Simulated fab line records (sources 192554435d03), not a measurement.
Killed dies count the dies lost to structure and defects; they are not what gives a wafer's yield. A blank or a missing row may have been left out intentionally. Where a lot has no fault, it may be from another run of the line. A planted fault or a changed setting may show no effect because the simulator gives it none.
A lot that was struck, set against a sound lot -- flow n5-finfet -- 15 steps out of a route of 1938
Sound: wafers L908.1, L908.3, L908.4. Wafers struck: L903.1, L903.3, L903.4. The cause is given at the end.
Order at every step that has rows: each side's tool, ch and its chambers, its first start. Under that, the readings that differ: sound wafers -- struck wafers -- difference of the means -- sigmas: that difference in standard deviations of wafers without a fault.
alike: a reading whose means differ by less than 2 such deviations, as well as words and numbers matching on both sides. not compared: withheld readings; readings where some wafer has no value; bounds like >300 that might hide an equal value; numbers whose values overlap and for which the record gives no deviation.
A row with sigmas, a row that says differs or no value, or rows on one side alone: a step with any of these is where the two part. Numbers that don't overlap but have no deviation are shown without sigmas and don't part them. A reading that every wafer of one side lacks parts them only if that side has two wafers or more.

N5_BEOL_M13_ETCH_68: etches SOC in N2/H2, time 355 s.
  sound on rie-diel-05 ch 0,1, day 14 14:37; struck on rie-diel-02 ch 0,2,3, day 13 09:58
  alike: drypump-motor-current-A, oes-product-au, rf-fwd-power-W, rf-vpp-V, showerhead-plenum-p-Torr, throttle-valve-pct
  not compared: rf-hours-counter-h
then, 1 step without rows for these wafers: N5_BEOL_M13_STRIP_69 (strips in N2/H2).
N5_BEOL_M13_TRENCH_ETCH_34: etches SiOC in C4F8/O2/Ar, target depth 413.47 nm, time 162.6 s.
  sound on rie-diel-05 ch 0,1, day 14 14:50; struck on rie-diel-02 ch 0,2,3, day 13 10:11
  alike: drypump-motor-current-A, oes-product-au, rf-fwd-power-W, rf-vpp-V, showerhead-plenum-p-Torr, throttle-valve-pct
  not compared: rf-hours-counter-h
then, 1 step without rows for these wafers: N5_BEOL_M13_STRIP_70 (strips in C4F8/O2/Ar).
N5_BEOL_M13_OCD_MEAS_35:
  struck on ocd-02, day 13 10:22; sound on ocd-02, day 14 15:01
  alike: trench-depth-nm
then, 1 step without rows for these wafers: N5_BEOL_M13_STRIP_37 (strips in N2/H2).
N5_BEOL_M13_ETCH_38: etches SiCN in CF4/N2, target depth 67.5 nm, time 71.9 s.
  sound on rie-diel-02 ch 0,2,3, day 14 18:17; struck on rie-diel-01 ch 0,1,3, day 13 12:05
  alike: drypump-motor-current-A, oes-product-au, rf-fwd-power-W, rf-vpp-V, showerhead-plenum-p-Torr, throttle-valve-pct
  not compared: rf-hours-counter-h
then, 4 steps without rows for these wafers: N5_BEOL_M13_PRECLEAN_39 (cleans in residue remover, time 60 s); N5_BEOL_M13_SRD_40 (time 30 s, dry time 30 s); N5_BEOL_M13_DEGAS_41 (time 60 s); N5_BEOL_M13_PRE_CLEAN_42 (time 30 s).
N5_BEOL_M13_SPUTTER_43: material TaN, target thk 15 nm, time 24.19 s.
  struck on pvd-sputter-01, day 13 13:01; sound on pvd-sputter-02, day 14 19:22
  alike: throttle-valve-pct
N5_BEOL_M13_SPUTTER_44: material Ta, target thk 10 nm, time 16.13 s.
  struck on pvd-sputter-01, day 13 13:06; sound on pvd-sputter-02, day 14 19:27
  alike: throttle-valve-pct
  not compared: model.Ta_of_BEOL_M13_SPUTTER_44.thk-nm
N5_BEOL_M13_SPUTTER_45: material Cu, target thk 80 nm, time 13.33 s.
  struck on pvd-sputter-01, day 13 13:11; sound on pvd-sputter-02, day 14 19:32
  alike: throttle-valve-pct
N5_PASSIVATION_PROBE_49:
  struck on prober-02, day 14 20:58; sound on prober-02, day 15 22:16
reading,sound,struck,difference,sigmas
killed-at-front-end,53,41 24 34,-20,-2
  alike: defect-limited-yield, killed_at_M0_to_M3, killed_at_M4_up, killed-at-contacts, killed-at-other, killed-dies, killed-open, killed-short, sort_bin_5_function, sort_bin_6_memory, sort-n-pass, sort-yield-pct

== WHERE THEY PART ==
Within this record, at N5_PASSIVATION_PROBE_49 only.

WHY: the cause the simulator had injected
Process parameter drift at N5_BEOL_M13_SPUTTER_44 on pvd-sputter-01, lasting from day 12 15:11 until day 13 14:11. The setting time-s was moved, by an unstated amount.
